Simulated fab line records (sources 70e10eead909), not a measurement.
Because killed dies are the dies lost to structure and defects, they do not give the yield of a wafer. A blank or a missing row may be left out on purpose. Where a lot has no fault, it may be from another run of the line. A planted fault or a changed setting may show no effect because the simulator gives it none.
Which tool was responsible?    flow nand_harc    Sampling: 24 lots, 72 wafers, 6 of 1302 route steps

WHAT EACH GAUGE READ, for each wafer
NHARC_P_M2_THK_MEAS_24: measures by xrf. Usual: 144.1 nm for thk_nm, sd 1.4.
lot   measured      on             thk_nm (nm)        flag
L074  day 6 12:35   film_metro-01  145.8 146.3 147.2  
L075  day 6 20:15   film_metro-01  145.6 143.0 145.0  
L076  day 7 09:07   film_metro-01  140.4 144.0 143.9  
L077  day 8 00:20   film_metro-01  144.1 143.9 143.6  
L078  day 8 00:46   film_metro-01  142.2 144.7 143.1  
L079  day 8 09:56   film_metro-02  143.5 147.0 144.2  
L080  day 9 02:40   film_metro-02  143.2 144.1 144.6  
L081  day 9 07:54   film_metro-02  145.6 144.7 144.0  
L082  day 10 05:13  film_metro-01  144.8 144.6 144.7  
L083  day 10 09:18  film_metro-02  143.8 144.7 146.2  
L084  day 10 13:13  film_metro-01  143.4 143.9 144.5  
L085  day 11 02:02  film_metro-01  142.4 143.3 141.0  
L086  day 11 07:43  film_metro-02  144.4 143.1 143.7  
L087  day 11 18:39  film_metro-02  144.5 144.8 144.6  
L089  day 12 14:24  film_metro-01  144.5 145.7 142.6  
L088  day 12 15:23  film_metro-01  143.8 143.0 143.9  
L090  day 13 05:32  film_metro-01  144.9 144.3 142.8  
L091  day 13 09:00  film_metro-01  145.2 143.3 145.0  
L092  day 14 05:00  film_metro-01  145.3 145.1 145.5  
L093  day 14 09:25  film_metro-01  145.1 143.5 144.9  
L094  day 14 23:01  film_metro-01  142.7 143.3 142.9  
L095  day 15 00:32  film_metro-02  144.7 144.8 143.3  
L096  day 15 16:56  film_metro-02  143.8 145.8 146.0  
L097  day 16 10:04  film_metro-01  144.4 143.3 143.7  

NHARC_P_M2_INSPECT_27. Usual: 284 for raw_defect_count, sd 100.
lot   measured      on                 raw_defect_count  flag
L074  day 6 12:44   defect_inspect-01  246 432 184       
L075  day 6 20:25   defect_inspect-01  183 182 245       
L076  day 7 09:17   defect_inspect-02  611 369 276       
L077  day 8 00:30   defect_inspect-02  213 194 251       
L078  day 8 00:55   defect_inspect-02  291 164 256       
L079  day 8 10:06   defect_inspect-02  183 220 484       
L080  day 9 02:49   defect_inspect-02  218 279 319       
L081  day 9 08:04   defect_inspect-02  194 325 210       
L082  day 10 05:25  defect_inspect-02  206 267 225       
L083  day 10 09:28  defect_inspect-02  165 217 192       
L084  day 10 13:25  defect_inspect-02  230 201 187       
L085  day 11 02:13  defect_inspect-01  191 195 394       
L086  day 11 07:52  defect_inspect-02  282 253 197       
L087  day 11 18:49  defect_inspect-02  271 156 211       
L089  day 12 14:34  defect_inspect-01  222 551 298       
L088  day 12 15:33  defect_inspect-02  169 216 129       
L090  day 13 05:41  defect_inspect-01  470 381 367       
L091  day 13 09:09  defect_inspect-01  313 390 426       
L092  day 14 05:09  defect_inspect-01  365 266 365       
L093  day 14 09:35  defect_inspect-02  419 406 518       
L094  day 14 23:10  defect_inspect-01  423 217 201       
L095  day 15 00:41  defect_inspect-02  403 679 364       
L096  day 15 17:06  defect_inspect-02  211 190 250       
L097  day 16 10:14  defect_inspect-02  276 282 244       

NHARC_P_BONDPAD_OVL_MEAS_38. Usual: overlay_x_nm -1 nm, standard deviation 6; overlay_y_nm 0 nm, standard deviation 4.2.
lot   measured      on          overlay_x_nm (nm)  overlay_y_nm (nm)  flag
L074  day 6 14:29   overlay-02  4 4 3              6 5 6              
L075  day 6 22:13   overlay-02  -3 -3 -4           3 3 2              
L076  day 7 11:02   overlay-02  -3 -3 -3           1 1 1              
L077  day 8 02:23   overlay-01  5 5 6              2 2 2              
L078  day 8 02:40   overlay-02  -4 -3 -3           -2 -1 -1           
L079  day 8 11:59   overlay-02  1 1 0              -3 -4 -4           
L080  day 9 04:41   overlay-01  -7 -7 -7           -1 0 0             
L081  day 9 09:47   overlay-01  -5 -5 -5           0 -1 -1            
L082  day 10 07:11  overlay-02  7 7 7              5 5 5              
L083  day 10 11:22  overlay-01  3 3 3              4 4 3              
L084  day 10 15:27  overlay-02  8 8 8              7 6 7              
L085  day 11 04:04  overlay-01  -1 -1 -1           6 6 6              
L086  day 11 09:38  overlay-02  0 0 -1             -2 -3 -2           
L087  day 11 20:34  overlay-01  2 2 2              -4 -4 -4           
L089  day 12 16:17  overlay-01  -8 -8 -8           -2 -1 -2           
L088  day 12 17:17  overlay-02  3 3 3              -4 -4 -4           
L090  day 13 07:34  overlay-01  -5 -5 -5           -6 -6 -6           
L091  day 13 11:01  overlay-02  -10 -11 -10        -4 -4 -4           
L092  day 14 07:17  overlay-01  -15 -14 -15        7 7 7              
L093  day 14 11:37  overlay-01  4 4 5              -1 -1 -2           
L094  day 15 01:02  overlay-02  -12 -12 -13        5 6 6              
L095  day 15 02:27  overlay-01  -3 -4 -4           -9 -9 -9           
L096  day 15 18:58  overlay-02  -1 -1 -2           -1 -1 -1           
L097  day 16 12:10  overlay-02  6 6 6              2 3 2              

TOOL THAT RAN EACH LOT (tool first, then ch and the chambers of the sampled wafers, then the start)
lot   NHARC_P_M2_ETCH_35                  NHARC_P_M2_STRIP_18                 NHARC_P_M2_PRE_CLEAN_32
L074  rie_diel-13 ch 0,2,3, day 6 09:56   rie_diel-07 ch 0,2,3, day 6 10:14   pecvd-03 ch 0,1,2, day 6 12:48
L075  rie_diel-07 ch 1,2,3, day 6 17:54   rie_diel-05 ch 0,2, day 6 18:13     pecvd-02 ch 0,1, day 6 20:32
L076  rie_diel-05 ch 0,1, day 7 06:46     rie_diel-07 ch 2,3, day 7 07:04     pecvd-02 ch 1,2, day 7 09:23
L077  rie_diel-07 ch 0,1,2, day 7 21:58   rie_diel-05 ch 1,2, day 7 22:15     pecvd-02 ch 0,1, day 8 00:35
L078  rie_diel-07 ch 1,2, day 7 22:26     rie_diel-05 ch 1,2, day 7 22:45     pecvd-02 ch 0,1, day 8 00:59
L079  rie_diel-13 ch 0,1,3, day 8 07:37   rie_diel-07 ch 0,1,3, day 8 07:57   pecvd-01 ch 0,1, day 8 10:11
L080  rie_diel-13 ch 0,2, day 9 00:17     rie_diel-05 ch 1,3, day 9 00:35     pecvd-01 ch 1,2, day 9 02:55
L081  rie_diel-05 ch 0,1,2, day 9 05:18   rie_diel-13 ch 0,1,2, day 9 05:35   pecvd-03 ch 0,1,2, day 9 08:08
L082  rie_diel-07 ch 2,3, day 10 02:50    rie_diel-07 ch 0,1,3, day 10 03:11  pecvd-01 ch 0,1,2, day 10 05:29
L083  rie_diel-07 ch 0,1,3, day 10 06:53  rie_diel-07 ch 0,1,3, day 10 07:11  pecvd-03 ch 0,1, day 10 09:32
L084  rie_diel-07 ch 1,2,3, day 10 10:51  rie_diel-05 ch 0,1,3, day 10 11:11  pecvd-03 ch 0,1,2, day 10 13:29
L085  rie_diel-07 ch 0,1,3, day 10 23:37  rie_diel-13 ch 0,1,2, day 10 23:58  pecvd-03 ch 0,1,2, day 11 02:17
L086  rie_diel-05 ch 1,2,3, day 11 05:21  rie_diel-05 ch 0,1,2, day 11 05:40  pecvd-01 ch 0,2, day 11 07:57
L087  rie_diel-05 ch 0,1,2, day 11 16:15  rie_diel-07 ch 0,2,3, day 11 16:32  pecvd-03 ch 0,1,2, day 11 18:53
L089  rie_diel-05 ch 0,1, day 12 12:05    rie_diel-13 ch 0,3, day 12 12:24    pecvd-02 ch 0,2, day 12 14:38
L088  rie_diel-07 ch 0,1,2, day 12 13:02  rie_diel-05 ch 0,1,3, day 12 13:22  pecvd-01 ch 0,1,2, day 12 15:37
L090  rie_diel-13 ch 0,2,3, day 13 02:54  rie_diel-13 ch 0,2,3, day 13 03:14  pecvd-01 ch 1,2, day 13 05:45
L091  rie_diel-05 ch 0,1, day 13 06:40    rie_diel-05 ch 0,3, day 13 06:57    pecvd-03 ch 0,2, day 13 09:14
L092  rie_diel-05 ch 0,1, day 14 02:33    rie_diel-05 ch 1,3, day 14 02:52    pecvd-02 ch 0,1,2, day 14 05:28
L093  rie_diel-13 ch 2,3, day 14 07:06    rie_diel-07 ch 1,3, day 14 07:25    pecvd-03 ch 1, day 14 09:39
L094  rie_diel-13 ch 0,2,3, day 14 20:26  rie_diel-05 ch 0,1, day 14 20:45    pecvd-01 ch 0,1, day 14 23:14
L095  rie_diel-07 ch 0,3, day 14 22:08    rie_diel-05 ch 0,1, day 14 22:26    pecvd-01 ch 0,1, day 15 00:46
L096  rie_diel-05 ch 1,2,3, day 15 14:37  rie_diel-05 ch 0,3, day 15 14:56    pecvd-01 ch 0,1,2, day 15 17:13
L097  rie_diel-05 ch 0,1,3, day 16 07:45  rie_diel-07 ch 1,2,3, day 16 08:02  pecvd-01 ch 0,2, day 16 10:31
- NHARC_P_M2_ETCH_35: etches the open film in N2/H2, target depth 40 nm, overetch 12 nm, time 43.94 s.
- NHARC_P_M2_STRIP_18: strips in N2/H2.
- NHARC_P_M2_PRE_CLEAN_32: time 12 s.

AS READ BY THE TOOLS THEMSELVES (means over the sampled wafers that have a number; for cases with no such wafer, the mark the record gives instead)
NHARC_P_M2_ETCH_35. Usual: chamber_pressure_mTorr 30.000 mTorr, standard deviation 0.027; drypump_motor_current_A 5.6 A, standard deviation 0.48; oes_product_au 1.000 a.u., standard deviation 0.0084; rf_vpp_V 430.7 V, standard deviation 2.8; showerhead_plenum_p_Torr 2.04 Torr, standard deviation 0.098; throttle_valve_pct 14.172 %, standard deviation 0.0085.
lot   tool         chamber_pressure_mTorr (mTorr)  drypump_motor_current_A (A)  oes_product_au (a.u.)  rf_vpp_V (V)  showerhead_plenum_p_Torr (Torr)  throttle_valve_pct (%)  flag
L074  rie_diel-13  29.986                          5.8                          1.009                  429.2         2.01                             14.172                  
L075  rie_diel-07  30.026                          5.9                          0.999                  431.8         2.08                             14.171                  
L076  rie_diel-05  29.989                          5.1                          1.001                  432.0         2.10                             14.169                  
L077  rie_diel-07  29.988                          5.9                          0.997                  431.2         2.04                             14.182                  
L078  rie_diel-07  30.005                          6.0                          1.004                  432.9         2.11                             14.182                  
L079  rie_diel-13  29.989                          6.2                          1.003                  430.7         2.06                             14.173                  
L080  rie_diel-13  30.017                          5.7                          1.002                  427.5         1.94                             14.169                  
L081  rie_diel-05  30.017                          5.3                          1.001                  430.7         2.06                             14.173                  
L082  rie_diel-07  29.998                          5.6                          1.010                  433.3         2.14                             14.174                  
L083  rie_diel-07  29.986                          5.8                          1.007                  428.3         2.00                             14.173                  
L084  rie_diel-07  30.021                          5.8                          1.013                  432.1         2.08                             14.164                  
L085  rie_diel-07  29.997                          5.8                          0.999                  430.0         2.00                             14.175                  
L086  rie_diel-05  30.016                          5.4                          0.986                  429.1         1.99                             14.174                  
L087  rie_diel-05  29.996                          5.3                          0.988                  430.9         2.06                             14.180                  
L089  rie_diel-05  29.990                          5.1                          0.992                  431.7         2.10                             14.168                  
L088  rie_diel-07  30.006                          5.9                          0.998                  431.3         2.04                             14.165                  
L090  rie_diel-13  30.008                          5.8                          0.993                  429.8         2.01                             14.170                  
L091  rie_diel-05  30.007                          5.1                          0.998                  429.2         2.00                             14.180                  
L092  rie_diel-05  30.006                          5.1                          1.001                  429.9         2.00                             14.170                  
L093  rie_diel-13  29.967                          5.9                          1.003                  432.2         2.08                             14.169                  
L094  rie_diel-13  29.992                          5.8                          0.998                  430.6         2.01                             14.172                  
L095  rie_diel-07  29.979                          5.4                          1.000                  428.9         1.99                             14.176                  
L096  rie_diel-05  29.996                          5.4                          0.989                  429.1         1.99                             14.168                  
L097  rie_diel-05  29.990                          5.2                          0.994                  429.9         2.03                             14.175                  

NHARC_P_M2_STRIP_18. Usual: chamber_pressure_mTorr 29.996 mTorr, standard deviation 0.028; drypump_motor_current_A 5.5 A, standard deviation 0.47; oes_product_au 1.001 a.u., standard deviation 0.0086; rf_vpp_V 90.8 V, standard deviation 1.1; showerhead_plenum_p_Torr 2.05 Torr, standard deviation 0.099; throttle_valve_pct 14.171 %, standard deviation 0.009.
lot   tool         chamber_pressure_mTorr (mTorr)  drypump_motor_current_A (A)  oes_product_au (a.u.)  rf_vpp_V (V)  showerhead_plenum_p_Torr (Torr)  throttle_valve_pct (%)  flag
L074  rie_diel-07  30.006                          5.5                          1.001                  91.2          2.07                             14.171                  
L075  rie_diel-05  29.998                          5.2                          1.000                  91.1          2.15                             14.177                  
L076  rie_diel-07  30.002                          5.6                          1.004                  91.8          2.14                             14.171                  
L077  rie_diel-05  30.006                          5.5                          1.001                  91.1          2.02                             14.173                  
L078  rie_diel-05  29.988                          5.5                          0.998                  90.6          2.02                             14.183                  
L079  rie_diel-07  29.971                          5.8                          1.003                  90.5          2.00                             14.170                  
L080  rie_diel-05  29.980                          5.3                          1.003                  89.7          1.94                             14.178                  
L081  rie_diel-13  29.984                          6.1                          0.997                  90.1          2.01                             14.171                  
L082  rie_diel-07  29.990                          5.8                          1.009                  90.2          2.00                             14.170                  
L083  rie_diel-07  29.971                          5.8                          1.002                  90.7          2.00                             14.166                  
L084  rie_diel-05  29.996                          5.2                          0.998                  91.3          2.03                             14.180                  
L085  rie_diel-13  29.972                          6.1                          1.003                  90.3          2.01                             14.165                  
L086  rie_diel-05  30.004                          5.3                          0.993                  90.1          2.06                             14.173                  
L087  rie_diel-07  29.997                          5.5                          1.009                  90.3          2.07                             14.174                  
L089  rie_diel-13  30.024                          5.9                          0.994                  91.3          2.06                             14.164                  
L088  rie_diel-05  29.975                          5.2                          1.001                  90.3          2.03                             14.173                  
L090  rie_diel-13  29.986                          5.8                          0.999                  91.5          2.01                             14.164                  
L091  rie_diel-05  29.988                          5.1                          0.997                  91.4          2.13                             14.178                  
L092  rie_diel-05  30.009                          5.3                          0.992                  90.0          1.97                             14.166                  
L093  rie_diel-07  30.012                          6.1                          0.999                  90.5          2.00                             14.170                  
L094  rie_diel-05  30.005                          5.1                          1.000                  90.8          2.00                             14.166                  
L095  rie_diel-05  29.989                          5.1                          0.992                  91.7          2.00                             14.168                  
L096  rie_diel-05  30.030                          5.1                          1.006                  92.0          2.12                             14.175                  
L097  rie_diel-07  29.987                          5.9                          1.008                  92.1          2.07                             14.176                  

NHARC_P_M2_PRE_CLEAN_32. Usual: heater_power_w 649 W, standard deviation 85; susceptor_temp_C 370.00 C, standard deviation 0.19.
lot   tool      heater_power_w (W)  susceptor_temp_C (C)  flag
L074  pecvd-03  704                 370.12                
L075  pecvd-02  684                 369.86                
L076  pecvd-02  568                 370.20                
L077  pecvd-02  709                 370.18                
L078  pecvd-02  678                 369.93                
L079  pecvd-01  639                 370.26                
L080  pecvd-01  614                 369.98                
L081  pecvd-03  701                 370.03                
L082  pecvd-01  603                 369.91                
L083  pecvd-03  700                 369.95                
L084  pecvd-03  706                 370.01                
L085  pecvd-03  696                 369.93                
L086  pecvd-01  574                 370.02                
L087  pecvd-03  669                 370.05                
L089  pecvd-02  578                 370.20                
L088  pecvd-01  626                 369.85                
L090  pecvd-01  557                 369.88                
L091  pecvd-03  722                 370.01                
L092  pecvd-02  664                 369.97                
L093  pecvd-03  810                 370.00                
L094  pecvd-01  659                 369.95                
L095  pecvd-01  668                 370.05                
L096  pecvd-01  622                 369.94                
L097  pecvd-01  564                 370.12                

THE ANSWER, worked out from the rows above alone
Rule: lot off if the mean of its wafers having a number is beyond 3 standard deviations from the usual mean. A lot without any number at a reading at which 4 lots or more have one is off too. Where the step has rows for the other lots, those lots are counted as sound. First the gauges in route order, then the tools' own readings, where a lot's mean is used as printed above. At the first step where some lot is off, the reading lying furthest off is the one used; lots without a number count as furthest.
No lot is off at any reading shown: from this, nothing can be told.

WHAT THE SIMULATOR HAD PUT IN
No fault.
